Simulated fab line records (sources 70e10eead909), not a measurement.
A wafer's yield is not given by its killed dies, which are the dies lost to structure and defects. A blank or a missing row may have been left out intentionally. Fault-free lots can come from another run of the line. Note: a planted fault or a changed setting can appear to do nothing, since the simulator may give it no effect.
A struck lot beside a sound one + flow nandHarc + 15 out of 1159 route steps
Sound: wafers L397.3, L397.4, L397.5. Wafers L399.2, L399.4, L399.5 were the ones struck. Last of all comes the cause.
Per side, at each step with rows, come the tool, then ch with its chambers, and then its first start. Under that, the readings that differ: sound wafers + struck wafers + difference of the means + sigmas: that difference in standard deviations of wafers without a fault.
alike: readings whose means differ by less than 2 such deviations, and words and numbers that are the same on both sides. not compared: withheld readings, readings that some wafer has no value for, bounds like >300 that may hide the same value, and numbers for which the record gives no deviation and whose values overlap.
Wherever a step has rows on one side only, a row that says differs or no value, or a row with sigmas, the two part there. Non-overlapping numbers with no deviation appear without sigmas and do not part them. A reading that every wafer of one side lacks parts them only if that side has two wafers or more.

first, 8 steps without rows for these wafers: NHARC_P_M1_HMDS_02 (time 30 s); NHARC_P_M1_COAT_34 (time 65 s); NHARC_P_M1_COAT_03 (resist thk 90 nm); NHARC_P_M1_SOFTBAKE_04 (time 55 s); NHARC_P_M1_EBR_05; NHARC_P_M1_EXPOSE_06 (exposes mask P M1, target cd 130 nm); NHARC_P_M1_PEB_07 (peb time 65 s); NHARC_P_M1_DEVELOP_08 (develop time 35 s).
NHARC_P_M1_CD_MEAS_09: the cd target is 130 nm.
  sound on cdSem-03 ch 0, day 9 18:31; struck on cdSem-03 ch 0, day 10 04:24
  alike: cdNm
NHARC_P_M1_OVL_MEAS_10: pitch 260 nm.
  sound on overlay-02 at day 9 18:35; struck on overlay-01 at day 10 04:29
| reading         | sound          | struck      | difference | sigmas |
|-----------------|----------------|-------------|------------|--------|
| overlayYNm (nm) | -1.5 -1.8 -1.3 | 0.6 0.2 0.9 | +2.1       | +2     |
  alike: overlayXNm
NHARC_P_M1_INSPECT_11:
  sound on defectInspect-01 at day 9 18:38; struck on defectInspect-02 at day 10 04:31
  alike: rawDefectCount
NHARC_P_M1_DESCUM_14: chemistry O2, time 3 s.
  sound on rieDiel-02 ch 0,2,3, day 9 18:42; struck on rieDiel-02 ch 1,2,3, day 10 04:35
  alike: chamberPressureMTorr, drypumpMotorCurrentA, o2FlowSccm, oesProductAu, rfVppV, showerheadPlenumPTorr, throttleValvePct
  not compared: rfHoursCounterH
NHARC_P_M1_ETCH_35: etches the open film in N2/H2, target depth 40 nm, overetch 12 nm, time 43.94 s.
  sound on rieDiel-02 ch 0,1, day 9 18:47; struck on rieDiel-02 ch 0,2,3, day 10 04:40
  no value came back on the struck wafers for any of 7 readings (biasW (W), chamberPressureMTorr (mTorr) and others); on the sound wafers biasW (W) reads 149.7 149.6 149.6
  not compared: rfHoursCounterH
NHARC_P_M1_ETCH_15: etches the open film in C4F8/Ar, target depth 182.5 nm, time 91.2 s.
  sound on rieDiel-02 ch 1,2,3; struck on rieDiel-02 ch 2,3, day 10 04:46
  alike: biasW, chamberPressureMTorr, oesProductAu, rfVppV
  not compared: rfHoursCounterH
-- break in the record here, with 16 days between the starts of the struck wafers on either side (left off in module P_M1, picked up again in module END, where the first step shown is number 1159 on the route) --
NHARC_END_SORT_01:
  sound on prober-01 ch 0, day 25 12:30; struck on prober-02 ch 0, day 26 03:17
| reading                | sound            | struck         | difference | sigmas      |
|------------------------|------------------|----------------|------------|-------------|
| defectLimitedYield (%) | 95.1 96.5 94.8   | 0 0 0          | -95        | -56         |
| killedAtPeriphery      | 0 0 2            | 649 650 642    | +646       | +99 or more |
| killedDies             | 33 24 35         | 677 677 677    | +646       | +54         |
| sort_bin_2_pct (%)     | 1.6 0.9 2.1      | 97.0 97.5 95.7 | +95.2      | +99 or more |
| sortNPass              | 644 653 642      | 0 0 0          | -646       | -54         |
| sortRimYieldPct (%)    | 96.2 100.0 100.0 | 0 0 0          | -99        | -55         |
| sortYieldPct (%)       | 95.1 96.5 94.8   | 0 0 0          | -95        | -56         |
  alike: killedAtArray, killedAtOther, killedOpen, killedShort, sort_bin_3_pct, sort_bin_4_pct

## WHERE THEY PART
At NHARC_P_M1_OVL_MEAS_10 first; at NHARC_END_SORT_01 last (within this record only).

WHY: what had been put in by the simulator
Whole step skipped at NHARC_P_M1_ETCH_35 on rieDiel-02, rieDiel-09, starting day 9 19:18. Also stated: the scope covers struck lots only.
